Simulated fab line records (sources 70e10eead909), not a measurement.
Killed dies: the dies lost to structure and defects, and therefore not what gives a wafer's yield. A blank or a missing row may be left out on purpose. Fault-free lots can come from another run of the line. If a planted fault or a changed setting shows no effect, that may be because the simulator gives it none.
Which tool is to blame?	flow nand_harc	24 lots with 72 wafers sampled at 4 steps, on a route of 1159 steps

## WHAT THE GAUGES READ, wafer by wafer
NHARC_A_CHANNEL_HOLE_D1_INSPECT_12. Usual: raw_defect_count at 5.7, with a standard deviation of 2.9.
lot	measured	on	raw_defect_count	flag
L074	day 8 14:23	defect_inspect-01	4 7 5	
L075	day 8 13:24	defect_inspect-02	10 8 11	
L076	day 8 12:35	defect_inspect-01	7 1 4	
L077	day 9 03:10	defect_inspect-01	6 4 2	
L078	day 9 02:39	defect_inspect-01	7 12 8	
L079	day 9 02:26	defect_inspect-02	2 5 6	
L080	day 9 19:55	defect_inspect-01	8 7 6	
L081	day 9 21:50	defect_inspect-01	4 13 4	
L082	day 9 20:29	defect_inspect-01	5 2 8	
L083	day 10 16:04	defect_inspect-01	3 2 9	
L084	day 10 15:32	defect_inspect-02	5 9 5	
L087	day 11 14:40	defect_inspect-01	5 7 6	
L085	day 11 13:32	defect_inspect-02	4 3 5	
L086	day 11 15:27	defect_inspect-01	5 3 7	
L088	day 11 16:14	defect_inspect-02	7 4 7	
L089	day 12 03:57	defect_inspect-02	3 3 1	
L090	day 12 11:22	defect_inspect-02	4 8 4	
L091	day 12 10:02	defect_inspect-01	5 4 6	
L092	day 12 18:28	defect_inspect-02	6 4 6	
L093	day 12 18:19	defect_inspect-01	6 8 2	
L094	day 12 18:10	defect_inspect-01	6 9 6	
L095	day 13 11:07	defect_inspect-01	6 3 6	
L097	day 14 04:16	defect_inspect-01	6 3 2	
L096	day 13 23:34	defect_inspect-01	2 6 5	

## TOOL THAT RAN EACH LOT (tool first, then ch and the chambers of the sampled wafers, then the start)
lot	NHARC_P_BONDPAD_ETCH_24	NHARC_P_BONDPAD_PRE_CLEAN_26	NHARC_A_CHANNEL_HOLE_D1_DEP_01
L074	rie_diel-13 ch 1,2,3, day 8 13:43 or earlier	pvd_sputter-02, day 8 13:43 or earlier	pecvd-04 ch 0,1,2, day 8 13:43
L075	rie_diel-13 ch 1,2,3, day 8 12:35 or earlier	pvd_sputter-02, day 8 12:35 or earlier	pecvd-04 ch 0,1,2, day 8 12:35
L076	rie_diel-13 ch 0,2,3, day 8 11:44 or earlier	pvd_sputter-02, day 8 11:44 or earlier	pecvd-04 ch 0,2, day 8 11:44
L077	rie_diel-04 ch 0,1, day 9 02:18 or earlier	pvd_sputter-02, day 9 02:18 or earlier	pecvd-02 ch 1,2, day 9 02:18
L078	rie_diel-13 ch 1,2, day 9 01:50 or earlier	pvd_sputter-02, day 9 01:50 or earlier	pecvd-04 ch 1,2, day 9 01:50
L079	rie_diel-13 ch 0,1,2, day 9 01:37 or earlier	pvd_sputter-02, day 9 01:37 or earlier	pecvd-04 ch 0,2, day 9 01:37
L080	rie_diel-13 ch 0,3, day 7 23:50	pvd_sputter-01, day 9 19:05 or earlier	pecvd-04 ch 0,1,2, day 9 19:05
L081	rie_diel-13 ch 0,3, day 9 21:01 or earlier	pvd_sputter-03, day 9 21:01 or earlier	pecvd-04 ch 0,2, day 9 21:01
L082	rie_diel-13 ch 0,3, day 9 19:44 or earlier	pvd_sputter-03, day 9 19:44 or earlier	pecvd-01 ch 0,1,2, day 9 19:44
L083	rie_diel-13 ch 0,3, day 10 15:14 or earlier	pvd_sputter-02, day 10 15:14 or earlier	pecvd-01 ch 0,1, day 10 15:14
L084	rie_diel-13 ch 0,3, day 10 14:45 or earlier	pvd_sputter-02, day 10 14:45 or earlier	pecvd-04 ch 0,1, day 10 14:45
L087	rie_diel-13 ch 0,1,2, day 11 13:49 or earlier	pvd_sputter-01, day 11 13:49 or earlier	pecvd-04 ch 0,2, day 11 13:49
L085	rie_diel-05 ch 2,3, day 11 12:43 or earlier	pvd_sputter-02, day 11 12:43 or earlier	pecvd-01 ch 0,2, day 11 12:43
L086	rie_diel-13 ch 1,2,3, day 11 14:40 or earlier	pvd_sputter-01, day 11 14:40 or earlier	pecvd-02 ch 0,1,2, day 11 14:40
L088	rie_diel-13 ch 1,2, day 11 15:33 or earlier	pvd_sputter-02, day 11 15:33 or earlier	pecvd-04 ch 1,2, day 11 15:33
L089	rie_diel-04 ch 0,1, day 12 03:06 or earlier	pvd_sputter-02, day 12 03:06 or earlier	pecvd-02 ch 1,2, day 12 03:06
L090	rie_diel-05 ch 1,3, day 12 10:39 or earlier	pvd_sputter-02, day 12 10:39 or earlier	pecvd-01 ch 0,2, day 12 10:39
L091	rie_diel-04 ch 1,2,3, day 12 09:13 or earlier	pvd_sputter-02, day 12 09:13 or earlier	pecvd-04 ch 1,2, day 12 09:13
L092	rie_diel-05 ch 0,1,2, day 12 17:28 or earlier	pvd_sputter-01, day 12 17:28 or earlier	pecvd-01 ch 0,1,2, day 12 17:28
L093	rie_diel-05 ch 0,3, day 12 17:20 or earlier	pvd_sputter-03, day 12 17:20 or earlier	pecvd-04 ch 0,1,2, day 12 17:20
L094	rie_diel-13 ch 1,3, day 12 17:22 or earlier	pvd_sputter-01, day 12 17:22 or earlier	pecvd-02 ch 0,1,2, day 12 17:22
L095	rie_diel-13 ch 0,2, day 13 10:18 or earlier	pvd_sputter-02, day 13 10:18 or earlier	pecvd-01 ch 0,1,2, day 13 10:18
L097	rie_diel-13 ch 0,1,3, day 13 23:27 or earlier	pvd_sputter-02, day 13 23:27 or earlier	pecvd-02 ch 1,2, day 13 23:27
L096	rie_diel-04 ch 1,2,3, day 13 22:54 or earlier	pvd_sputter-01, day 13 22:54 or earlier	pecvd-02 ch 0,1, day 13 22:54
- NHARC_P_BONDPAD_ETCH_24: etches the open film in CF4/N2, target depth 30 nm, time 72.99 s.
- NHARC_P_BONDPAD_PRE_CLEAN_26: time 30 s.
- NHARC_A_CHANNEL_HOLE_D1_DEP_01: deposits SiON, target thk 140 nm.

## AS READ BY THE TOOLS THEMSELVES (means over the sampled wafers that have a number; for cases with no such wafer, the mark the record gives instead)
NHARC_P_BONDPAD_ETCH_24. Usual: drypump_motor_current_A 5.8 A, standard deviation 0.33; oes_product_au 0.999 a.u., standard deviation 0.019; rf_vpp_V 315.9 V, standard deviation 1.8; showerhead_plenum_p_Torr 2.72 Torr, standard deviation 0.093; throttle_valve_pct 19.795 %, standard deviation 0.008.
lot	tool	drypump_motor_current_A (A)	oes_product_au (a.u.)	rf_vpp_V (V)	showerhead_plenum_p_Torr (Torr)	throttle_valve_pct (%)	flag
L074	rie_diel-13	5.9	1.001	317.1	2.77	19.791	
L075	rie_diel-13	5.9	0.995	316.1	2.77	19.802	
L076	rie_diel-13	6.0	0.984	316.7	2.78	19.797	
L077	rie_diel-04	5.9	1.000	314.5	2.66	19.796	
L078	rie_diel-13	5.6	1.013	316.3	2.75	19.796	
L079	rie_diel-13	5.8	1.003	317.0	2.76	19.793	
L080	rie_diel-13	6.1	0.997	316.3	2.77	19.800	
L081	rie_diel-13	6.1	0.998	316.5	2.77	19.804	
L082	rie_diel-13	6.2	0.989	316.6	2.79	19.794	
L083	rie_diel-13	6.1	0.993	316.9	2.77	19.804	
L084	rie_diel-13	6.1	0.991	315.9	2.77	19.793	
L087	rie_diel-13	5.8	1.001	316.4	2.75	19.801	
L085	rie_diel-05	5.6	1.005	317.9	2.80	19.787	
L086	rie_diel-13	5.9	0.999	316.9	2.77	19.796	
L088	rie_diel-13	5.7	1.022	316.3	2.75	19.800	
L089	rie_diel-04	5.9	0.988	315.4	2.65	19.792	
L090	rie_diel-05	5.4	1.004	314.7	2.68	19.794	
L091	rie_diel-04	5.5	1.008	314.3	2.65	19.791	
L092	rie_diel-05	5.6	1.008	314.7	2.63	19.798	
L093	rie_diel-05	5.5	0.988	314.3	2.62	19.798	
L094	rie_diel-13	6.2	0.997	316.4	2.77	19.795	
L095	rie_diel-13	5.8	0.977	316.6	2.76	19.786	
L097	rie_diel-13	6.0	1.008	316.4	2.76	19.798	
L096	rie_diel-04	5.5	0.992	313.6	2.64	19.793	

NHARC_P_BONDPAD_PRE_CLEAN_26. Usual: heater_power_w at 385 W, with a standard deviation of 28.
lot	tool	heater_power_w (W)	flag
L074	pvd_sputter-02	374	
L075	pvd_sputter-02	372	
L076	pvd_sputter-02	364	
L077	pvd_sputter-02	391	
L078	pvd_sputter-02	379	
L079	pvd_sputter-02	383	
L080	pvd_sputter-01	407	
L081	pvd_sputter-03	404	
L082	pvd_sputter-03	401	
L083	pvd_sputter-02	380	
L084	pvd_sputter-02	360	
L087	pvd_sputter-01	404	
L085	pvd_sputter-02	354	
L086	pvd_sputter-01	383	
L088	pvd_sputter-02	363	
L089	pvd_sputter-02	379	
L090	pvd_sputter-02	377	
L091	pvd_sputter-02	376	
L092	pvd_sputter-01	422	
L093	pvd_sputter-03	432	
L094	pvd_sputter-01	425	
L095	pvd_sputter-02	358	
L097	pvd_sputter-02	370	
L096	pvd_sputter-01	393	

NHARC_A_CHANNEL_HOLE_D1_DEP_01. Usual: heater_power_w at 768 W, with a standard deviation of 86.
lot	tool	heater_power_w (W)	flag
L074	pecvd-04	768	
L075	pecvd-04	800	
L076	pecvd-04	737	
L077	pecvd-02	758	
L078	pecvd-04	802	
L079	pecvd-04	707	
L080	pecvd-04	811	
L081	pecvd-04	748	
L082	pecvd-01	794	
L083	pecvd-01	759	
L084	pecvd-04	733	
L087	pecvd-04	749	
L085	pecvd-01	738	
L086	pecvd-02	730	
L088	pecvd-04	778	
L089	pecvd-02	840	
L090	pecvd-01	765	
L091	pecvd-04	775	
L092	pecvd-01	752	
L093	pecvd-04	815	
L094	pecvd-02	713	
L095	pecvd-01	821	
L097	pecvd-02	724	
L096	pecvd-02	646	

## THE ANSWER, worked out from the rows above alone
Rule: lot off if the mean of its wafers having a number is beyond 3 standard deviations from the usual mean. A lot without any number at a reading at which 4 lots or more have one is off too. Where the step has rows for the other lots, those lots are counted as sound. The gauges are gone through in route order, then the tools' own readings, and for those a lot's mean is taken as printed above. The first step at which some lot is off is used, and at that step the reading that is off furthest; a lot without a number counts as furthest.
No lot is off at any reading shown: from this, nothing can be told.

## WHAT HAD BEEN PUT IN BY THE SIMULATOR
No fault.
